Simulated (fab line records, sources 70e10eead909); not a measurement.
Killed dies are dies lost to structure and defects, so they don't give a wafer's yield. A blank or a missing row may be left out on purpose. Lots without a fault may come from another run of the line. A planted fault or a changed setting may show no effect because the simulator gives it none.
Chamber matching | flow nand_harc | NHARC_A_STAIRCASE_ETCH_444 on rie_diel-03: 4 sister chambers
The step etches the open film in C4F8/O2, target depth 20400 nm, time 6800 s. 16 wafers are shown with their chamber, then 8 later ones without.

WAFERS WITH THEIR CHAMBER
wafer  | chamber | rf_vpp_V (V) | oes_product_au (a.u.)
L659.1 | 3       | 805          | 0.924
L659.2 | 2       | 806          | 0.908
L659.4 | 0       | 806          | 0.901
L661.4 | 2       | 807          | 0.921
L661.5 | 0       | 808          | 0.911
L661.6 | 1       | 800          | 0.920
L664.2 | 2       | 806          | 0.939
L664.5 | 1       | 816          | 0.941
L664.6 | 0       | 806          | 0.919
L665.4 | 1       | 814          | 0.959
L665.3 | 0       | 807          | 0.955
L665.5 | 1       | 816          | 0.969
L667.1 | 1       | 815          | 0.973
L667.4 | 0       | 807          | 0.967
L667.5 | 2       | 805          | 0.968
L672.1 | 0       | 808          | 0.902

SIGNATURES (means of the wafers above)
reading        | chamber 0 | chamber 1 | chamber 2 | chamber 3 | scatter within a chamber
rf_vpp_V       | 807.00    | 812.20    | 806.00    | 805.00    | 4.03
oes_product_au | 0.92583   | 0.95240   | 0.93400   | 0.92400   | 0.0257
Rule: a wafer's distance from a chamber is the root of the sum, over the readings, of the square of ((its reading less the chamber's mean) divided by the reading's scatter). The wafer belongs to the nearest chamber; if the next one is less than 2 further off, it can't be placed. The scatter: the root of (the sum of the squares of (reading less its chamber's mean) over the shown wafers, divided by (wafers less chambers)).

WAFERS WITHOUT THEIR CHAMBER
wafer  | rf_vpp_V (V) | oes_product_au (a.u.)
L672.6 | 817          | 0.908
L672.4 | 807          | 0.903
L681.2 | 806          | 0.953
L681.4 | 815          | 0.963
L681.5 | 806          | 0.957
L682.1 | 805          | 0.909
L682.3 | 804          | 0.922
L682.4 | 807          | 0.915

WHICH CHAMBER EACH WENT THROUGH
wafer  | from the rows above               | in truth
L672.6 | can't be placed: 1 or 0 or 2 or 3 | 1
L672.4 | can't be placed: 0 or 3 or 2 or 1 | 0
L681.2 | can't be placed: 2 or 0 or 3 or 1 | 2
L681.4 | can't be placed: 1 or 0 or 2      | 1
L681.5 | can't be placed: 2 or 0 or 3 or 1 | 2
L682.1 | can't be placed: 3 or 0 or 2 or 1 | 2
L682.3 | can't be placed: 3 or 2 or 0      | 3
L682.4 | can't be placed: 0 or 3 or 2 or 1 | 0
Placed correctly: 0 of 8. Can't be placed from these rows: 8 (the true chamber is among the candidates in 8). Placed wrongly: 0.
